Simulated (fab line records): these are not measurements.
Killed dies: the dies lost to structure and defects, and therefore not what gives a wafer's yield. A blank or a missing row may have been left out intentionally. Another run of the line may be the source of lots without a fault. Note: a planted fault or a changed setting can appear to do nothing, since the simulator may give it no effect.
fab line records	flow n5Finfet
[record] lots = 10	wafers = 26	lastDay = 18
route steps=1938 shown HKMG_FIN@434 BEOL_M4@1111 PASSIVATION@1936
lots with no fault: from the same line, run without faults
startH: start of the lot's first displayed wafer, in hours after the record's first day	waitH: hours elapsed since this lot's preceding step	" the same as in the row above	L1.1+2: a single row standing in for several wafers	- no value, or no start given	* or withheld: withheld	< > ~ a bound
route shown NAME@n: NAME is a module with steps in the file, n the number in the route of the first one	usual: the fault-free wafers' mean and standard deviation	same: alike in all rows	chamber/n: place in a boat	sites: per-site readings	_std_site: the standard deviation of these	_edge_site: outer sites' mean less inner sites'	radiusMm: for every site, how far away it sits from the centre of the wafer	mask NAME#n: copy n	behind: tool/chamber where the wafer was last shaped	hold: why the lot went on hold/how many hours it stayed there/how the hold came to an end	device: the transistor (n, p or np) that didn't switch	end of line: the route-end tests of the same wafers	a step with no rows: only its recipe	killed: not the wafer's yield, but the dies lost to structure and defects at the first sort	map: a wafer's dies, x killed, . not, _ none there
set.NAME: setting as actually run; set.NAME@STEP: the setting as run at that earlier step	model.NAME: the simulator's own value behind a step, which no gauge read
steps of the route over a sample of lots; a table a step, a row a wafer
services: the hour from which a tool's chamber was out of use, counted from the record's first day as startH (under 0 if before that day), plus the number of hours and why
[[steps]]
[step N5_HKMG_FIN_ETCH_31]
[recipe] chemistry = CF4	target = SiARC	targetDepthA = 455	maskMaterial = CAR-ArF	timeS = 75.8	ionEnergyEv = 80	pressureMtorr = 40	sourceW = 545	biasW = 36	Ar_flow_sccm = 100	cf4FlowSccm = 100	ends = cleared
[usual] biasW = 36.01/0.11	cf4FlowSccm = 100.0/0.31	drypumpMotorCurrentA = 5.6/0.46	etchRfOnTimeS = 75.9/2.6	oesProductAu = 0.69/0.085	rfVppV = 184.1/1	showerheadPlenumPTorr = 2.14/0.059	throttleValvePct = 15.5/0.34
lot.wafer	tool	chamber	startH	waitH	biasW	cf4FlowSccm	drypumpMotorCurrentA	etchRfOnTimeS	oesProductAu	rfHoursCounterH	rfVppV	showerheadPlenumPTorr	throttleValvePct
L420.3	rieDiel-02	0	91.81	0.0	35.96	99.5	6.2	73.7	0.60	242	182.7	2.11	16.2
L420.4	"	1	"	"	36.05	100.1	5.4	75.3	0.73	45	183.9	2.08	15.0
L420.5	"	0	"	"	35.94	100.0	6.2	73.3	0.61	-	182.6	2.11	16.2
L421.1	rieDiel-04	3	101.42	0.0	35.86	99.9	5.6	72.3	0.63	217	184.3	2.22	15.8
L421.3	"	2	"	"	35.99	100.5	4.9	75.5	0.76	22	184.9	2.18	15.1
L421.4	"	1	"	"	36.23	100.3	5.2	73.8	0.60	250	182.1	2.04	15.9
L422.2	rieDiel-02	0	106.92	0.0	36.09	100.1	6.2	73.9	0.60	248	184.1	2.10	16.2
L422.3	"	3	"	"	35.79	99.8	6.1	78.7	0.62	170	183.9	2.13	15.7
L422.4	"	3	"	"	35.97	100.1	6.1	78.7	0.61	-	183.1	2.13	15.7
L423.2	rieDiel-04	3	108.90	0.0	36.13	100.0	5.6	69.7	0.63	221	184.3	2.21	15.9
L423.3	"	2	"	"	36.05	99.9	5.0	74.0	0.76	26	186.4	2.17	15.1
L423.4	"	0	"	"	36.06	100.4	5.9	75.2	0.59	-	183.4	2.12	16.0
L424.1	rieDiel-02	1	118.32	0.0	36.08	100.1	5.4	76.6	0.70	57	184.4	2.08	15.1
L424.3	"	2	"	"	35.89	99.8	6.1	80.1	0.79	3	183.3	2.12	15.1
L424.6	"	3	"	"	36.05	100.1	6.1	79.9	0.61	-	183.6	2.13	15.7
L432.4	rieDiel-04	1	164.67	0.0	35.90	100.3	5.2	75.1	0.80	16	185.2	2.29	15.4
L432.5	"	1	"	"	35.97	100.5	5.2	75.7	0.79	-	186.7	2.29	15.4
L433.4	rieDiel-02	1	172.75	0.0	36.11	100.1	5.4	76.8	0.69	75	184.2	2.07	15.1
L433.5	"	3	"	"	35.97	99.5	6.1	80.0	0.60	-	184.2	2.12	15.8
L433.6	"	2	"	"	36.10	100.6	6.1	80.1	0.74	-	183.4	2.11	15.1
L435.1	rieDiel-04	1	184.34	0.0	35.84	99.7	5.2	75.3	0.77	21	185.6	2.28	15.4
L435.5	"	0	"	"	36.02	99.4	5.8	77.3	0.82	-	183.7	2.11	15.5
L438.4	rieDiel-01	1	202.37	0.0	36.17	99.9	5.5	76.9	0.76	18	184.3	2.18	15.1
L438.5	"	3	"	"	36.03	100.1	4.8	74.3	0.67	-	183.9	2.15	15.1
L439.1	rieDiel-02	1	207.77	0.0	36.03	100.4	5.4	75.6	0.69	88	182.7	2.07	15.1
L439.3	"	2	"	"	36.09	100.3	6.2	79.1	0.72	35	182.4	2.11	15.1
[step N5_HKMG_FIN_ETCH_32]
[recipe] chemistry = N2/H2	target = SOC	targetDepthA = 2400	tempC = 40	timeS = 300	ionEnergyEv = 200	maskMaterial = SiARC	pressureMtorr = 30	sourceW = 840	biasW = 150	n2FlowSccm = 200	h2FlowSccm = 200
[usual] biasW = 149.9/0.47	chamberPressureMTorr = 30.000/0.027	drypumpMotorCurrentA = 5.6/0.46	oesProductAu = 0.80/0.099	rfVppV = 523.9/2	showerheadPlenumPTorr = 2.54/0.078	throttleValvePct = 17.73/0.24
lot.wafer	tool	chamber	startH	waitH	biasW	chamberPressureMTorr	drypumpMotorCurrentA	oesProductAu	rfHoursCounterH	rfVppV	showerheadPlenumPTorr	throttleValvePct
L420.3	rieDiel-02	0	91.87	0.0	149.4	29.971	6.2	0.71	242	523.1	2.48	18.28
L420.4	"	1	"	"	150.0	29.988	5.4	0.85	46	521.7	2.48	17.42
L420.5	"	0	"	"	150.1	29.942	6.2	0.72	-	525.0	2.48	18.28
L421.1	rieDiel-04	3	101.48	0.0	149.6	29.985	5.6	0.74	217	524.7	2.62	18.02
L421.3	"	2	"	"	150.0	29.992	4.9	0.90	22	526.4	2.61	17.68
L421.4	"	1	"	"	150.1	29.974	5.2	0.69	250	521.1	2.42	18.19
L422.2	rieDiel-02	0	106.98	0.0	149.7	29.937	6.2	0.70	248	523.5	2.48	18.31
L422.3	"	3	"	"	149.9	29.982	6.1	0.72	170	523.1	2.51	17.84
L422.4	"	3	"	"	149.6	30.011	6.1	0.71	-	523.5	2.51	17.85
L423.2	rieDiel-04	3	108.96	0.0	150.1	30.019	5.6	0.73	221	526.4	2.62	18.01
L423.3	"	2	"	"	149.8	30.040	5.0	0.89	26	525.0	2.61	17.68
L423.4	"	0	"	"	150.6	29.991	5.9	0.68	-	523.8	2.49	17.93
L424.1	rieDiel-02	1	118.38	0.0	150.3	30.013	5.4	0.83	57	522.2	2.48	17.44
L424.3	"	2	"	"	150.5	30.021	6.2	0.92	3	521.1	2.50	17.32
L424.6	"	3	"	"	149.4	30.003	6.1	0.71	-	523.6	2.51	17.84
L432.4	rieDiel-04	1	164.73	0.0	149.7	30.020	5.2	0.92	16	529.0	2.74	17.68
L432.5	"	1	"	"	150.0	29.989	5.2	0.91	-	528.0	2.74	17.65
L433.4	rieDiel-02	1	172.81	0.0	150.0	30.025	5.4	0.82	75	521.8	2.47	17.47
L433.5	"	3	"	"	149.4	30.002	6.1	0.70	-	524.3	2.50	17.86
L433.6	"	2	"	"	150.8	30.047	6.2	0.87	-	520.5	2.50	17.34
L435.1	rieDiel-04	1	184.40	0.0	150.2	30.063	5.2	0.91	21	529.6	2.73	17.67
L435.5	"	0	"	"	148.9	30.004	5.9	0.94	-	522.9	2.48	17.60
L438.4	rieDiel-01	1	202.42	0.0	149.4	30.003	5.5	0.91	18	525.3	2.59	17.29
L438.5	"	3	"	"	150.3	30.007	4.8	0.78	-	523.8	2.56	17.59
L439.1	rieDiel-02	1	207.83	0.0	149.7	30.016	5.4	0.80	88	522.2	2.46	17.50
L439.3	"	2	"	"	149.3	29.991	6.2	0.84	35	523.1	2.49	17.37
[step N5_HKMG_FIN_WET_ETCH_87]
[recipe] chemistry = SC1	target = TiN	mix = 1:2:40	tempC = 50	timeS = 154.2	targetDepthNm = 4.7	dry = ipaMarangoni	rinseTimeS = 30	rinseTempC = 23
[usual] bathGuardTempC = 49.9/0.65	bathHeatDutyPct = 6.9/0.88	rinseTimeS = 30/0
lot.wafer	tool	chamber	startH	waitH	bathGuardTempC	bathHeatDutyPct	rinseTimeS
L420.3	wetBench-06	5	93.27	0.1	50.6	5.2	30
L420.4	"	0	"	"	49.5	5.9	30
L420.5	"	6	"	"	49.7	6.3	30
L421.1	wetBench-06	7	102.87	0.1	50.8	7.4	30
L421.3	"	0	"	"	49.3	6.7	30
L421.4	"	6	"	"	49.7	7.2	30
L422.2	wetBench-01	1	108.40	0.1	-	-	-
L422.3	"	6	"	"	-	-	-
L422.4	"	0	"	"	-	-	-
L423.2	wetBench-06	6	110.35	0.1	-	-	-
L423.3	"	3	"	"	-	-	-
L423.4	"	5	"	"	-	-	-
L424.1	wetBench-01	1	119.77	0.1	-	-	-
L424.3	"	7	"	"	-	-	-
L424.6	"	0	"	"	-	-	-
L432.4	wetBench-01	1	166.12	0.1	49.1	7.5	30
L432.5	"	3	"	"	49.6	7.4	30
L433.4	wetBench-04	1	174.26	0.1	50.1	7.9	30
L433.5	"	3	"	"	49.1	7.9	30
L433.6	"	7	"	"	50.5	7.1	30
L435.1	wetBench-01	6	185.95	0.1	49.6	6.5	30
L435.5	"	4	"	"	50.1	7.2	30
L438.4	wetBench-01	6	203.81	0.1	49.9	6.0	30
L438.5	"	5	"	"	49.3	7.1	30
L439.1	wetBench-06	5	209.27	0.1	50.6	6.3	30
L439.3	"	1	"	"	49.8	7.7	30
[step N5_HKMG_FIN_STRIP_88]
[recipe] chemistry = N2/H2	powerW = 2500	tempC = 300	h2Frac = 0.65	timeS = 360	pressureMtorr = withheld	n2FlowSccm = 1750	h2FlowSccm = 3250
[usual] drypumpMotorCurrentA = 6.0/0.6	heaterPowerW = 459/19
lot.wafer	tool	chamber	startH	waitH	drypumpMotorCurrentA	heaterPowerW	rfHoursCounterH
L420.3	plasmaAsher-01	1	93.48	0.1	6.1	448	-
L420.4	"	0	"	"	6.4	465	-
L420.5	"	0	"	"	6.4	468	-
L421.1	plasmaAsher-01	1	102.96	0.0	6.1	455	111
L421.3	"	0	"	"	6.4	499	-
L421.4	"	1	"	"	6.1	462	-
L422.2	plasmaAsher-01	1	108.49	0.0	6.1	466	113
L422.3	"	0	"	"	6.4	476	-
L422.4	"	1	"	"	6.1	447	-
L423.2	plasmaAsher-02	1	110.44	0.0	6.5	433	35
L423.3	"	1	"	"	6.5	429	-
L423.4	"	0	"	"	5.0	449	-
L424.1	plasmaAsher-01	0	119.86	0.0	6.3	466	114
L424.3	"	0	"	"	6.4	472	-
L424.6	"	0	"	"	6.4	478	-
L432.4	plasmaAsher-02	1	166.33	0.1	6.5	437	-
L432.5	"	0	"	"	5.1	473	-
L433.4	plasmaAsher-01	0	174.47	0.1	6.4	477	-
L433.5	"	1	"	"	6.1	455	-
L433.6	"	0	"	"	6.4	482	-
L435.1	plasmaAsher-02	1	186.04	0.0	6.5	435	51
L435.5	"	0	"	"	5.1	474	-
L438.4	plasmaAsher-01	1	204.02	0.1	6.1	453	-
L438.5	"	1	"	"	6.1	463	-
L439.1	plasmaAsher-01	1	209.42	0.0	6.1	454	132
L439.3	"	1	"	"	6.1	455	-
[step N5_BEOL_M4_RC_MEAS_101]
[usual] DIBL_N = 36.2/2.2	DIBL_P = 36.5/3	IOFF_N = 0.16/0.039	IOFF_P = 0.22/0.047	ION_N = 675/15	ION_P = 463/10	SS_N = 71.6/0.71	SS_P = 73.4/0.94	VT_N = 250/3.6	VT_P = -250/3.9
lot.wafer	tool	chamber	startH	waitH	DIBL_N[mV/V]	DIBL_P[mV/V]	IOFF_N[nA/um]	IOFF_P[nA/um]	ION_N[uA/um]	ION_P[uA/um]	SS_N[mV/dec]	SS_P[mV/dec]	VT_N[mV]	VT_P[mV]
L420.3	prober-02	0	175.91	0.3	35.7	35.8	0.14	0.18	669	452	71.3	74.0	251	-253
L420.4	"	0	"	"	41.1	42.1	0.26	0.29	694	470	73.5	75.4	245	-249
L420.5	"	0	"	"	35.3	35.4	0.14	0.18	658	455	71.3	73.2	252	-255
L421.1	prober-02	0	194.60	0.0	35.1	35.7	0.14	0.18	664	451	71.3	73.3	253	-254
L421.3	"	0	"	"	35.4	37.1	0.15	0.21	678	468	71.5	73.0	250	-250
L421.4	"	0	"	"	32.2	32.7	0.10	0.16	650	450	70.5	72.2	257	-253
L433.4	prober-02	0	272.44	0.5	36.4	37.1	0.15	0.20	681	471	71.8	73.2	253	-250
L433.5	"	0	"	"	36.7	37.5	0.15	0.21	680	474	71.8	73.5	252	-250
L433.6	"	0	"	"	33.9	33.5	0.12	0.16	657	453	70.7	72.0	254	-253
L432.4	prober-01	0	274.57	0.5	39.0	37.4	0.17	0.22	673	453	72.1	74.3	249	-251
L432.5	"	0	"	"	39.0	38.4	0.19	0.25	692	470	71.7	74.8	248	-249
L435.1	prober-02	0	285.12	0.1	35.0	32.9	0.14	0.19	659	457	71.0	71.6	251	-249
L435.5	"	0	"	"	40.5	40.7	0.26	0.32	702	479	73.5	74.1	244	-242
L438.4	prober-01	0	289.51	0.5	37.0	38.9	0.16	0.22	673	455	71.2	73.2	251	-252
L438.5	"	0	"	"	37.9	40.3	0.17	0.23	672	460	72.0	73.9	251	-250
L439.1	prober-02	0	317.23	0.0	42.3	42.9	0.26	0.34	684	467	72.5	76.7	247	-246
L439.3	"	0	"	"	34.6	33.3	0.12	0.16	661	457	70.7	73.3	254	-255
[step N5_PASSIVATION_PROBE_49]
[usual] defectLimitedYield = 91.5/1.5	killed_at_M0_to_M3 = 32/10	killed_at_M4_up = 13/4.9	killedAtContacts = 13/6.1	killedAtFrontEnd = 38/11	killedAtOther = 3/3.2	killedDies = 101/18	killedOnRim = 13/4.4	killedOpen = 66/13	killedShort = 32/8.3	sort_bin_4_leakage = 0.00/0.018	sort_bin_5_function = 5.0/1	sort_bin_6_memory = 3.2/0.74	sortNPass = 1078/22	sortYieldPct = 91.3/1.9
[same] grossDies = 1180	killedAtBackSide = 0	sort_bin_8_speed[%] = 0
lot.wafer	tool	chamber	startH	waitH	defectLimitedYield[%]	killed_at_M0_to_M3	killed_at_M4_up	killedAtContacts	killedAtFrontEnd	killedAtOther	killedDies	killedOnRim	killedOpen	killedShort	sort_bin_4_leakage[%]	sort_bin_5_function[%]	sort_bin_6_memory[%]	sortNPass	sortYieldPct[%]
L420.3	prober-01	-	285.05	0.1	93.1	30	10	19	21	2	82	6	55	26	0	4.3	2.5	1098	93.1
L420.4	prober-01	-	285.10	0.2	94.9	14	9	12	25	0	60	3	37	19	0.08	2.9	1.9	1119	94.8
L420.5	prober-01	-	285.15	0.2	92.6	31	13	16	25	2	87	8	64	23	0	4.4	2.6	1093	92.6
L422.2	prober-02	-	299.39	0.1	0	25	18	15	1114	8	1180	152	65	36	0	96.8	2.8	0	0
L422.3	prober-02	-	299.44	0.1	0	28	13	34	1097	8	1180	152	81	58	0	94.1	5.4	0	0
L422.4	prober-02	-	299.49	0.2	0	21	17	12	1125	5	1180	152	74	22	0	96.2	3.6	0	0
L421.1	prober-01	-	300.42	0.0	91.4	28	19	9	43	2	101	16	75	23	0	5.1	3.4	1079	91.4
L421.3	prober-01	-	300.52	0.1	91.8	50	10	12	23	2	97	17	67	29	0	3.9	4.0	1083	91.8
L421.4	prober-01	-	300.57	0.2	88.2	35	25	12	63	4	139	17	92	45	0	6.8	4.5	1041	88.2
L423.2	prober-01	-	311.52	0.1	0	23	10	9	1130	8	1180	152	73	42	0	95.9	3.5	0	0
L423.3	prober-01	-	311.57	0.1	0	36	14	12	1115	3	1180	152	78	32	0	96.5	2.9	0	0
L423.4	prober-01	-	311.62	0.2	0	27	3	11	1127	12	1180	152	56	33	0	96.9	2.9	0	0
L424.1	prober-02	-	326.72	0.0	0	35	17	14	1109	5	1180	152	86	44	0	94.7	4.9	0	0
L424.3	prober-02	-	326.82	0.1	0	33	17	15	1111	4	1180	152	84	27	0	96.0	3.7	0	0
L424.6	prober-02	-	326.97	0.3	0	32	14	7	1107	20	1180	152	87	48	0	95.8	3.6	0	0
L432.4	prober-01	-	386.55	0.2	90.8	27	20	15	44	2	108	10	67	41	0	4.7	4.2	1072	90.8
L432.5	prober-01	-	386.60	0.2	92.4	25	18	5	39	3	90	14	49	38	0	4.0	3.2	1090	92.4
L433.4	prober-01	-	386.88	0.2	91.4	23	11	15	51	1	101	11	68	32	0	5.3	3.1	1079	91.4
L433.5	prober-01	-	386.93	0.2	91.4	26	24	7	43	2	102	15	61	40	0	5.2	3.1	1078	91.4
L433.6	prober-01	-	386.98	0.3	89.7	37	16	7	53	8	121	27	83	36	0	6.2	3.7	1059	89.7
L435.1	prober-02	-	392.76	0.5	90.6	35	8	23	33	12	111	10	70	41	0	6.1	3.1	1069	90.6
L435.5	prober-02	-	392.96	0.7	93.1	21	6	11	34	9	81	10	57	24	0.08	4.4	2.5	1098	93.1
L438.4	prober-02	-	402.66	0.2	91.3	26	10	12	46	9	103	19	67	36	0	4.2	4.2	1077	91.3
L438.5	prober-02	-	402.71	0.2	90.8	29	17	15	43	5	109	12	67	42	0	5.4	3.2	1071	90.8
L439.1	prober-02	-	419.95	0.0	89.2	52	16	20	37	2	127	23	79	47	0	5.8	4.3	1053	89.2
L439.3	prober-02	-	420.05	0.1	88.9	40	14	29	44	4	131	20	90	37	0	6.7	3.8	1049	88.9
// killed by level:class
L420.3 MOL_CONTACT_COAG:geometricParticle:open=17 BEOL_M2:geometricParticle:open=7 FIN_SAQP:geometricParticle:short=5 STI_FIN_REVEAL:geometricParticle:open=5 BEOL_M0_SAQP:geometricParticle:short=5 FIN_SAQP:geometricParticle:open=4 BEOL_M1:geometricParticle:open=4 BEOL_M2:geometricParticle:short=4
L420.4 MOL_CONTACT_COAG:geometricParticle:open=7 FIN_SAQP:geometricParticle:short=5 STI_FIN_REVEAL:geometricParticle:open=5 BEOL_M2:geometricParticle:open=5 BEOL_M0_SAQP:geometricParticle:open=4 FIN_SAQP:geometricParticle:open=3 MOL_CONTACT_COAG:geometricParticle:short=3 STARTING-WAFER:geometricParticle:open=3
L420.5 MOL_CONTACT_COAG:geometricParticle:open=11 BEOL_M1:geometricParticle:open=9 BEOL_M0_SAQP:geometricParticle:open=8 DUMMY_GATE:geometricParticle:open=5 MOL_CONTACT_COAG:geometricParticle:short=5 BEOL_M2:geometricParticle:open=5 BEOL_M4:geometricParticle:open=5 STI_FIN_REVEAL:geometricParticle:open=4
L422.2 HKMG_FIN:areaEtch=1078 MOL_CONTACT_COAG:geometricParticle:open=12 BEOL_M0_SAQP:geometricParticle:open=11 FIN_SAQP:geometricParticle:short=10 BEOL_M0_SAQP:geometricParticle:short=8 BEOL_M4:geometricParticle:open=8 FIN_SAQP:geometricParticle:open=7 STI_FIN_REVEAL:geometricParticle:open=7
L422.3 HKMG_FIN:areaEtch=1041 MOL_CONTACT_COAG:geometricParticle:open=27 FIN_SAQP:geometricParticle:short=16 FIN_SAQP:geometricParticle:open=14 MOL_CONTACT_COAG:geometricParticle:short=7 BEOL_M0_SAQP:geometricParticle:short=7 BEOL_M0_SAQP:geometricParticle:open=7 DUMMY_GATE:geometricParticle:open=5
L422.4 HKMG_FIN:areaEtch=1084 MOL_CONTACT_COAG:geometricParticle:open=12 FIN_SAQP:geometricParticle:open=10 FIN_SAQP:geometricParticle:short=8 DUMMY_GATE:geometricParticle:open=7 BEOL_M2:geometricParticle:open=7 STI_FIN_REVEAL:geometricParticle:open=6 BEOL_M1:geometricParticle:open=4
L421.1 STI_FIN_REVEAL:geometricParticle:open=18 MOL_CONTACT_COAG:geometricParticle:open=7 BEOL_M2:geometricParticle:open=7 BEOL_M3:geometricParticle:open=7 STARTING-WAFER:geometricParticle:open=6 STI_FIN_REVEAL:geometricParticle:short=5 BEOL_M5:geometricParticle:open=5 BEOL_M1:geometricParticle:open=5
L421.3 BEOL_M3:geometricParticle:open=16 MOL_CONTACT_COAG:geometricParticle:open=10 BEOL_M1:geometricParticle:open=7 BEOL_M3:geometricParticle:short=7 FIN_SAQP:geometricParticle:short=6 BEOL_M0_SAQP:geometricParticle:open=6 BEOL_M2:geometricParticle:open=5 BEOL_M4:geometricParticle:open=5
L421.4 STI_FIN_REVEAL:geometricParticle:open=15 FIN_SAQP:geometricParticle:short=13 BEOL_M3:geometricParticle:open=11 MOL_CONTACT_COAG:geometricParticle:open=10 BEOL_M1:geometricParticle:open=9 FIN_SAQP:geometricParticle:open=8 BEOL_M0_SAQP:geometricParticle:short=8 BEOL_M4:geometricParticle:open=8
L423.2 HKMG_FIN:areaEtch=1064 FIN_SAQP:geometricParticle:open=22 FIN_SAQP:geometricParticle:short=12 STI_FIN_REVEAL:geometricParticle:open=10 GATE_CUT:geometricParticle:short=8 MOL_CONTACT_COAG:geometricParticle:open=8 BEOL_M2:geometricParticle:open=8 BEOL_M1:geometricParticle:open=6
L423.3 HKMG_FIN:areaEtch=1068 FIN_SAQP:geometricParticle:open=24 BEOL_M0_SAQP:geometricParticle:open=9 FIN_SAQP:geometricParticle:short=7 MOL_CONTACT_COAG:geometricParticle:open=7 BEOL_M0_SAQP:geometricParticle:short=7 BEOL_M2:geometricParticle:open=7 MOL_CONTACT_COAG:geometricParticle:short=5
L423.4 HKMG_FIN:areaEtch=1089 STI_FIN_REVEAL:geometricParticle:open=10 MOL_CONTACT_COAG:geometricParticle:open=9 BEOL_M0_SAQP:geometricParticle:short=8 FIN_SAQP:geometricParticle:open=7 FIN_SAQP:geometricParticle:short=7 PAD_METAL:geometricParticle:open=6 DUMMY_GATE:geometricParticle:open=4
L424.1 HKMG_FIN:areaEtch=1050 STI_FIN_REVEAL:geometricParticle:open=25 MOL_CONTACT_COAG:geometricParticle:open=12 BEOL_M0_SAQP:geometricParticle:short=10 BEOL_M0_SAQP:geometricParticle:open=7 BEOL_M1:geometricParticle:open=7 FIN_SAQP:geometricParticle:open=6 FIN_SAQP:geometricParticle:short=6
L424.3 HKMG_FIN:areaEtch=1069 STI_FIN_REVEAL:geometricParticle:open=20 MOL_CONTACT_COAG:geometricParticle:open=14 BEOL_M3:geometricParticle:open=11 FIN_SAQP:geometricParticle:short=6 BEOL_M0_SAQP:geometricParticle:short=6 BEOL_M3:geometricParticle:short=5 BEOL_M4:geometricParticle:open=5
L424.6 HKMG_FIN:areaEtch=1045 STI_FIN_REVEAL:geometricParticle:open=32 STI_FIN_REVEAL:geometricParticle:short=10 FIN_SAQP:geometricParticle:short=9 BEOL_M0_SAQP:geometricParticle:open=6 BEOL_M3:geometricParticle:open=6 MIM_TOP_ETCH:geometricParticle:open=6 MOL_CONTACT_COAG:geometricParticle:open=6
L432.4 FIN_SAQP:geometricParticle:short=11 FIN_SAQP:geometricParticle:open=11 MOL_CONTACT_COAG:geometricParticle:open=11 DUMMY_GATE:geometricParticle:open=7 BEOL_M0_SAQP:geometricParticle:short=5 BEOL_M3:geometricParticle:open=5 MOL_CONTACT_COAG:geometricParticle:short=4 BEOL_M0:geometricParticle:short=4
L432.5 FIN_SAQP:geometricParticle:short=10 BEOL_M1:geometricParticle:open=8 DUMMY_GATE:geometricParticle:open=5 BEOL_M4:geometricParticle:open=5 BEOL_M5:geometricParticle:open=5 FIN_SAQP:geometricParticle:open=4 STI_FIN_REVEAL:geometricParticle:short=4 BEOL_M0_SAQP:geometricParticle:open=4
L433.4 STI_FIN_REVEAL:geometricParticle:open=13 MOL_CONTACT_COAG:geometricParticle:open=13 FIN_SAQP:geometricParticle:short=8 STARTING-WAFER:geometricParticle:open=6 FIN_SAQP:geometricParticle:open=5 BEOL_M0:geometricParticle:open=5 STI_FIN_REVEAL:geometricParticle:short=4 BEOL_M0_SAQP:geometricParticle:short=4
L433.5 BEOL_M4:geometricParticle:open=11 FIN_SAQP:geometricParticle:short=10 BEOL_M2:geometricParticle:open=9 STI_FIN_REVEAL:geometricParticle:open=9 MOL_CONTACT_COAG:geometricParticle:open=6 BEOL_M4:geometricParticle:short=6 FIN_SAQP:geometricParticle:open=5 STARTING-WAFER:geometricParticle:short=5
L433.6 BEOL_M2:geometricParticle:open=14 FIN_SAQP:geometricParticle:short=12 STI_FIN_REVEAL:geometricParticle:open=12 FIN_SAQP:geometricParticle:open=10 BEOL_M3:geometricParticle:open=8 BEOL_M5:geometricParticle:open=5 BEOL_M4:geometricParticle:open=5 MOL_CONTACT_COAG:geometricParticle:open=4
L435.1 MOL_CONTACT_COAG:geometricParticle:open=19 BEOL_M1:geometricParticle:open=12 STI_FIN_REVEAL:geometricParticle:open=8 BEOL_M1:geometricParticle:short=8 BEOL_M2:geometricParticle:open=5 MOL_CONTACT_COAG:geometricParticle:short=4 MIM_TOP_ETCH:geometricParticle:open=4 STARTING-WAFER:geometricParticle:short=4
L435.5 MOL_CONTACT_COAG:geometricParticle:open=10 BEOL_M1:geometricParticle:open=7 STI_FIN_REVEAL:geometricParticle:open=6 DUMMY_GATE:geometricParticle:open=6 FIN_SAQP:geometricParticle:short=5 STARTING-WAFER:geometricParticle:open=5 BEOL_M0:geometricParticle:open=4 GATE_CUT:geometricParticle:short=3
L438.4 DUMMY_GATE:geometricParticle:open=11 FIN_SAQP:geometricParticle:open=10 BEOL_M0_SAQP:geometricParticle:short=9 MOL_CONTACT_COAG:geometricParticle:open=8 FIN_SAQP:geometricParticle:short=6 BEOL_M0_SAQP:geometricParticle:open=6 STI_FIN_REVEAL:geometricParticle:open=6 GATE_CUT:geometricParticle:short=5
L438.5 MOL_CONTACT_COAG:geometricParticle:open=11 BEOL_M0_SAQP:geometricParticle:open=9 BEOL_M0_SAQP:geometricParticle:short=9 FIN_SAQP:geometricParticle:open=8 STI_FIN_REVEAL:geometricParticle:open=8 BEOL_M4:geometricParticle:open=7 STARTING-WAFER:geometricParticle:open=6 FIN_SAQP:geometricParticle:short=5
L439.1 BEOL_M0_SAQP:geometricParticle:short=21 MOL_CONTACT_COAG:geometricParticle:open=17 BEOL_M3:geometricParticle:open=11 FIN_SAQP:geometricParticle:open=10 BEOL_M0_SAQP:geometricParticle:open=7 STI_FIN_REVEAL:geometricParticle:open=6 GATE_CUT:geometricParticle:short=5 FIN_SAQP:geometricParticle:short=4
L439.3 MOL_CONTACT_COAG:geometricParticle:open=21 FIN_SAQP:geometricParticle:open=14 BEOL_M0_SAQP:geometricParticle:open=8 MOL_CONTACT_COAG:geometricParticle:short=8 BEOL_M1:geometricParticle:open=8 STI_FIN_REVEAL:geometricParticle:open=7 BEOL_M3:geometricParticle:open=7 FIN_SAQP:geometricParticle:short=5
[[services]]
tool	chamber	startH	hours	kind
rieDiel-04	2	84.75	13.7	repair
rieDiel-02	2	93.10	-	clean
rieDiel-02	2	93.10	-	consumableReplace:focusRing
rieDiel-02	2	93.10	19.4	scheduledDown
rieDiel-02	2	93.10	19.4	ventCycle
rieDiel-04	1	101.89	-	clean
rieDiel-04	1	101.89	-	consumableReplace:focusRing
rieDiel-04	1	101.89	-	consumableReplace:showerhead
rieDiel-04	1	101.89	14.8	scheduledDown
rieDiel-04	1	101.89	14.8	ventCycle
rieDiel-02	0	112.52	-	clean
rieDiel-02	0	112.52	-	consumableReplace:focusRing
rieDiel-02	0	112.52	13.0	scheduledDown
rieDiel-02	0	112.52	13.0	ventCycle
rieDiel-01	0	114.92	6.0	repair
plasmaAsher-01	-	149.55	4.3	pm
rieDiel-04	0	165.14	-	clean
rieDiel-04	0	165.14	-	consumableReplace:focusRing
rieDiel-04	0	165.14	17.2	scheduledDown
rieDiel-04	0	165.14	17.2	ventCycle
rieDiel-04	1	173.76	7.8	repair
plasmaAsher-02	-	181.89	0.8	repair
rieDiel-04	3	182.36	-	clean
rieDiel-04	3	182.36	-	consumableReplace:focusRing
[[key]]
[firstSign] step = N5_HKMG_FIN_WET_ETCH_87	reading = toolRecord	direction = missing
[effect] step = N5_PASSIVATION_PROBE_49	reading = killedAtFrontEnd	direction = up	sigmas = 94	usual = 38	struck = 1115
[moreKillsBornAt] N5_HKMG_FIN_WET_ETCH_87@wetBench-01 = 6367	N5_HKMG_FIN_WET_ETCH_87@wetBench-06 = 3220
metAt N5_HKMG_FIN_WET_ETCH_87
struckLots L422,L423,L424
laterRowsLeftOut L422.2,L422.3,L422.4,L423.2,L423.3,L423.4,L424.1,L424.3,L424.6
notActingAt N5_HKMG_FIN_ETCH_31,N5_HKMG_FIN_ETCH_32,N5_HKMG_FIN_STRIP_88
onsetBetween 102.87 108.40
[fault] kind = skippedStepWhole	tool = wetBench-01,wetBench-06	chamber = -	onsetH = 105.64	steps = N5_HKMG_FIN_WET_ETCH_87	scope = struckLotsOnly
// laterRowsLeftOut: the simulator's readings of these wafers behind a module that went badly wrong aren't trusted and aren't shown, but for the sort
